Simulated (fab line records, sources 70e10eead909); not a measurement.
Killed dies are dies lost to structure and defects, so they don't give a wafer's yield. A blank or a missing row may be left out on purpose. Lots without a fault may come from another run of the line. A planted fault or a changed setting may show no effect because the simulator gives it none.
Which tool did it? | flow nand_harc | 15 lots, 45 wafers sampled, at 4 steps of a route of 1159

WHAT THE GAUGES READ, wafer by wafer
The record holds no reading of a measuring or inspecting step that can be judged against a usual standard deviation.

WHICH TOOL RAN EACH LOT (tool, then ch and the chambers of the sampled wafers, then the start)
lot  | NHARC_A_CHANNEL_HOLE_D1_ETCH_25  | NHARC_A_CHANNEL_FILL_D1_ALD_02   | NHARC_A_CHANNEL_FILL_D1_ALD_03                 | NHARC_A_CHANNEL_FILL_D1_ALD_14
L300 | har_etch-02 ch 0,1, day 8 12:40  | ald_hk-01 ch 0,3, day 8 15:31    | ald_sin_batch-02 ch 0, day 9 00:29 or earlier  | ald_hk-01 ch 0,3, day 9 00:29
L301 | har_etch-01 ch 0,1, day 8 15:53  | ald_hk-01 ch 1,2, day 8 18:36    | ald_sin_batch-03 ch 0, day 9 01:43 or earlier  | ald_hk-01 ch 0,3, day 9 01:43
L302 | har_etch-02 ch 0,1, day 9 04:37  | ald_hk-02 ch 0,1,2, day 9 07:46  | ald_sin_batch-02 ch 0, day 9 14:40 or earlier  | ald_hk-01 ch 1,3, day 9 14:40
L303 | har_etch-01 ch 0,1, day 9 05:15  | ald_hk-04 ch 1,2,3, day 9 08:41  | ald_sin_batch-02 ch 0, day 9 14:40 or earlier  | ald_hk-04 ch 0,1,2, day 9 14:40
L304 | har_etch-02 ch 0,1, day 9 18:08  | ald_hk-02 ch 1,2,3, day 9 21:10  | ald_sin_batch-01 ch 0, day 10 04:13 or earlier | ald_hk-04 ch 0,1,2, day 10 04:13
L305 | har_etch-02 ch 0,1, day 9 22:28  | ald_hk-01 ch 1,2, day 10 02:40   | ald_sin_batch-02 ch 0, day 10 10:32 or earlier | ald_hk-01 ch 1,2, day 10 10:32
L308 | har_etch-01 ch 0,1, day 10 10:22 | ald_hk-01 ch 0,2,3, day 10 13:13 | ald_sin_batch-02 ch 0, day 10 22:56 or earlier | ald_hk-02 ch 0,2,3, day 10 22:56
L309 | har_etch-01 ch 0,1, day 10 19:09 | ald_hk-02 ch 1,3, day 10 23:24   | ald_sin_batch-02 ch 0, day 11 06:22 or earlier | ald_hk-04 ch 1,2, day 11 06:22
L310 | har_etch-02 ch 0,1, day 11 05:07 | ald_hk-01 ch 1,2,3, day 11 08:03 | ald_sin_batch-03 ch 0, day 11 15:02 or earlier | ald_hk-01 ch 0,1,3, day 11 15:02
L319 | har_etch-01 ch 0,1, day 12 23:59 | ald_hk-01 ch 1,2,3, day 13 03:10 | ald_sin_batch-01 ch 0, day 13 10:05 or earlier | ald_hk-01 ch 1,3, day 13 10:05
L318 | har_etch-02 ch 0,1, day 13 00:22 | ald_hk-04 ch 0,1, day 13 03:22   | ald_sin_batch-01 ch 0, day 13 10:16 or earlier | ald_hk-01 ch 0,1, day 13 10:16
L321 | har_etch-01 ch 0, day 13 09:00   | ald_hk-04 ch 1,3, day 13 13:34   | ald_sin_batch-01 ch 0, day 13 20:32 or earlier | ald_hk-01 ch 2,3, day 13 20:32
L320 | har_etch-02 ch 1, day 13 10:15   | ald_hk-02 ch 2,3, day 13 13:49   | ald_sin_batch-01 ch 0, day 13 20:34 or earlier | ald_hk-02 ch 0,1,2, day 13 20:34
L322 | har_etch-01 ch 0,1, day 13 19:40 | ald_hk-01 ch 0,1,2, day 13 22:59 | ald_sin_batch-01 ch 0, day 14 06:00 or earlier | ald_hk-04 ch 0,1,2, day 14 06:00
L323 | har_etch-02 ch 0,1, day 14 05:24 | ald_hk-01 ch 0,1,2, day 14 08:34 | ald_sin_batch-01 ch 0, day 14 17:34 or earlier | ald_hk-02 ch 0,2,3, day 14 17:34
- NHARC_A_CHANNEL_HOLE_D1_ETCH_25: etches the open film in C4F8/O2/Ar, time 1040.2 s, target depth 1500 nm.
- NHARC_A_CHANNEL_FILL_D1_ALD_02: deposits SiO2, target thk 6 nm, pulse time 10 s, ald cycles 60.
- NHARC_A_CHANNEL_FILL_D1_ALD_03: deposits SiNx, target thk 6 nm, pulse time 60 s, ald cycles 58.
- NHARC_A_CHANNEL_FILL_D1_ALD_14: deposits SiO2, target thk 2.5 nm, pulse time 10 s, ald cycles 25.

WHAT THE TOOLS THEMSELVES READ (means of the sampled wafers that have a number; where no wafer has one, the mark that the record gives instead)
NHARC_A_CHANNEL_HOLE_D1_ETCH_25. Usual: drypump_motor_current_A 6.2 A, standard deviation 0.39; o2_flow_sccm 31.21 sccm, standard deviation 0.083; showerhead_plenum_p_Torr 3.71 Torr, standard deviation 0.11; throttle_valve_pct 32.234 %, standard deviation 0.0093.
lot  | tool        | drypump_motor_current_A (A) | o2_flow_sccm (sccm) | showerhead_plenum_p_Torr (Torr) | throttle_valve_pct (%) | flag
L300 | har_etch-02 | 5.8                         | 31.19               | 3.74                            | 32.234                 |
L301 | har_etch-01 | 6.6                         | 31.16               | 3.63                            | 32.237                 |
L302 | har_etch-02 | 5.9                         | 31.22               | 3.74                            | 32.238                 |
L303 | har_etch-01 | 6.6                         | 31.24               | 3.70                            | 32.243                 |
L304 | har_etch-02 | 5.8                         | 31.24               | 3.73                            | 32.242                 |
L305 | har_etch-02 | 5.8                         | 31.27               | 3.73                            | 32.236                 |
L308 | har_etch-01 | 6.6                         | 31.14               | 3.62                            | 32.237                 |
L309 | har_etch-01 | 6.6                         | 31.15               | 3.62                            | 32.236                 |
L310 | har_etch-02 | 5.8                         | 31.20               | 3.73                            | 32.226                 |
L319 | har_etch-01 | 6.6                         | 31.25               | 3.61                            | 32.236                 |
L318 | har_etch-02 | 5.9                         | 31.13               | 3.78                            | 32.232                 |
L321 | har_etch-01 | 6.7                         | 31.21               | 3.55                            | 32.244                 |
L320 | har_etch-02 | 5.7                         | 31.20               | 3.65                            | 32.230                 |
L322 | har_etch-01 | 6.6                         | 31.32               | 3.60                            | 32.229                 |
L323 | har_etch-02 | 5.9                         | 31.14               | 3.77                            | 32.230                 |

NHARC_A_CHANNEL_FILL_D1_ALD_02. Usual: heater_power_outer_w 264 W, standard deviation 23; heater_power_w 473 W, standard deviation 46; precursor_pulse_height_rel 1.002, standard deviation 0.021.
lot  | tool      | heater_power_outer_w (W) | heater_power_w (W) | precursor_pulse_height_rel | flag
L300 | ald_hk-01 | 261                      | 440                | 0.995                      |
L301 | ald_hk-01 | 262                      | 476                | 0.983                      |
L302 | ald_hk-02 | 263                      | 471                | 1.000                      |
L303 | ald_hk-04 | 301                      | 527                | 0.981                      |
L304 | ald_hk-02 | 267                      | 489                | 0.984                      |
L305 | ald_hk-01 | 268                      | 482                | 1.008                      |
L308 | ald_hk-01 | 254                      | 442                | 1.016                      |
L309 | ald_hk-02 | 243                      | 443                | 0.997                      |
L310 | ald_hk-01 | 259                      | 445                | 1.015                      |
L319 | ald_hk-01 | -                        | -                  | -                          | OFF
L318 | ald_hk-04 | -                        | -                  | -                          | OFF
L321 | ald_hk-04 | 300                      | 556                | 0.994                      |
L320 | ald_hk-02 | -                        | -                  | -                          | OFF
L322 | ald_hk-01 | 262                      | 473                | 1.000                      |
L323 | ald_hk-01 | 269                      | 465                | 0.993                      |

NHARC_A_CHANNEL_FILL_D1_ALD_03. Usual: chamber_pressure_Torr 2.000 Torr, standard deviation 0.0042; precursor_pulse_height_rel 1.002, standard deviation 0.019.
lot  | tool             | chamber_pressure_Torr (Torr) | precursor_pulse_height_rel | flag
L300 | ald_sin_batch-02 | 2.005                        | 1.012                      |
L301 | ald_sin_batch-03 | 1.994                        | 1.016                      |
L302 | ald_sin_batch-02 | 2.001                        | 0.998                      |
L303 | ald_sin_batch-02 | 2.002                        | 1.005                      |
L304 | ald_sin_batch-01 | 1.998                        | 1.006                      |
L305 | ald_sin_batch-02 | 1.998                        | 1.004                      |
L308 | ald_sin_batch-02 | 2.001                        | 1.017                      |
L309 | ald_sin_batch-02 | 2.003                        | 0.992                      |
L310 | ald_sin_batch-03 | 1.999                        | 0.995                      |
L319 | ald_sin_batch-01 | 1.994                        | 0.980                      |
L318 | ald_sin_batch-01 | 2.001                        | 0.999                      |
L321 | ald_sin_batch-01 | 2.001                        | 1.008                      |
L320 | ald_sin_batch-01 | 1.999                        | 1.006                      |
L322 | ald_sin_batch-01 | 2.003                        | 1.004                      |
L323 | ald_sin_batch-01 | 2.001                        | 0.986                      |

NHARC_A_CHANNEL_FILL_D1_ALD_14. Usual: heater_power_outer_w 267 W, standard deviation 25; heater_power_w 476 W, standard deviation 47; precursor_pulse_height_rel 0.998, standard deviation 0.022.
lot  | tool      | heater_power_outer_w (W) | heater_power_w (W) | precursor_pulse_height_rel | flag
L300 | ald_hk-01 | 262                      | 439                | 1.011                      |
L301 | ald_hk-01 | 262                      | 463                | 0.969                      |
L302 | ald_hk-01 | 266                      | 471                | 0.996                      |
L303 | ald_hk-04 | 277                      | 498                | 0.990                      |
L304 | ald_hk-04 | 278                      | 497                | 0.990                      |
L305 | ald_hk-01 | 264                      | 473                | 0.996                      |
L308 | ald_hk-02 | 250                      | 472                | 0.998                      |
L309 | ald_hk-04 | 291                      | 499                | 0.992                      |
L310 | ald_hk-01 | 265                      | 466                | 1.003                      |
L319 | ald_hk-01 | 265                      | 469                | 0.993                      |
L318 | ald_hk-01 | 270                      | 480                | 1.008                      |
L321 | ald_hk-01 | 256                      | 433                | 0.989                      |
L320 | ald_hk-02 | 254                      | 452                | 1.023                      |
L322 | ald_hk-04 | 279                      | 498                | 1.005                      |
L323 | ald_hk-02 | 236                      | 445                | 1.006                      |

THE ANSWER, worked out from the rows above alone
Rule: a lot is off if the mean of its wafers that have a number lies more than 3 standard deviations from the usual mean. A lot without any number at a reading at which 4 lots or more have one is off too. The other lots that the step has rows for count as sound. The gauges are gone through in route order, then the tools' own readings, and for those a lot's mean is taken as printed above. The first step at which some lot is off is used, and at that step the reading that is off furthest; a lot without a number counts as furthest.
Off: L319, L318, L320, at NHARC_A_CHANNEL_FILL_D1_ALD_02 (heater_power_outer_w). Without a number there: L319, L318, L320.
A tool fits if, at that step or a process step before it, it ran every lot that is off, and no sound lot after the first of them. None of those tried fits.

WHAT THE SIMULATOR HAD PUT IN
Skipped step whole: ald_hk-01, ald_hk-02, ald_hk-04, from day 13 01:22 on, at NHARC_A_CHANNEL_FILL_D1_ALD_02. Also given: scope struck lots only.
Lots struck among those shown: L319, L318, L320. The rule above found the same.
